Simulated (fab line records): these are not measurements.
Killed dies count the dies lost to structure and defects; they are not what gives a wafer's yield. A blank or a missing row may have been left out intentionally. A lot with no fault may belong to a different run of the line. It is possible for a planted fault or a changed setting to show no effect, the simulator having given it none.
Chamber matching	flow nand-harc	pecvd-01 running NHARC_A_STAIRCASE_DEP_156: 3 sister chambers
The step deposits SiNx, target thk 50 nm. 18 wafers are shown with their chamber, then 9 later ones without.

== WAFERS PAIRED WITH THEIR CHAMBERS ==
wafer	chamber	heater-power-w (W)	heater-power-outer-w (W)
L083.3	2	752	452
L083.4	2	722	464
L083.5	0	643	410
L084.2	1	1013	634
L084.3	2	708	441
L084.5	1	1036	632
L086.3	1	984	624
L086.4	2	680	412
L086.5	0	620	379
L087.1	2	759	470
L087.2	1	1013	629
L087.5	0	653	408
L093.1	1	998	594
L093.3	0	621	383
L093.6	0	618	384
L094.1	1	981	615
L094.4	2	729	416
L094.5	1	986	615

SIGNATURES, as means of the wafers listed above
reading	chamber 0	chamber 1	chamber 2	scatter within a chamber
heater-power-w	631.00	1001.57	725.00	22.6
heater-power-outer-w	392.80	620.43	442.50	18.3
Rule: a wafer lies at a distance from a chamber equal to the root of the sum of squares, over the readings, of (its reading less the chamber's mean, divided by the reading's scatter). If the next closest chamber is less than 2 further off than the closest, the wafer can't be placed; otherwise it belongs to the closest. The scatter is the square root of a quotient: the sum, over the shown wafers, of each reading's squared deviation from its chamber's mean, divided by wafers minus chambers.

== WAFERS WHOSE CHAMBER IS MISSING ==
wafer	heater-power-w (W)	heater-power-outer-w (W)
L095.1	969	592
L095.3	613	397
L095.6	959	594
L096.2	559	345
L096.4	674	389
L096.6	551	338
L097.1	607	388
L097.3	873	502
L097.5	598	380

== WHICH CHAMBER EACH WENT THROUGH ==
wafer	from the rows above	in truth
L095.1	1	1
L095.3	0	0
L095.6	1	1
L096.2	0	0
L096.4	can't be placed: 0 or 2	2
L096.6	0	0
L097.1	0	0
L097.3	can't be placed: 2 or 1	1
L097.5	0	0
7 of 9 placed correctly. From these rows, 2 cannot be placed; in 2 the true chamber is one of the candidates. Number placed wrongly: 0.
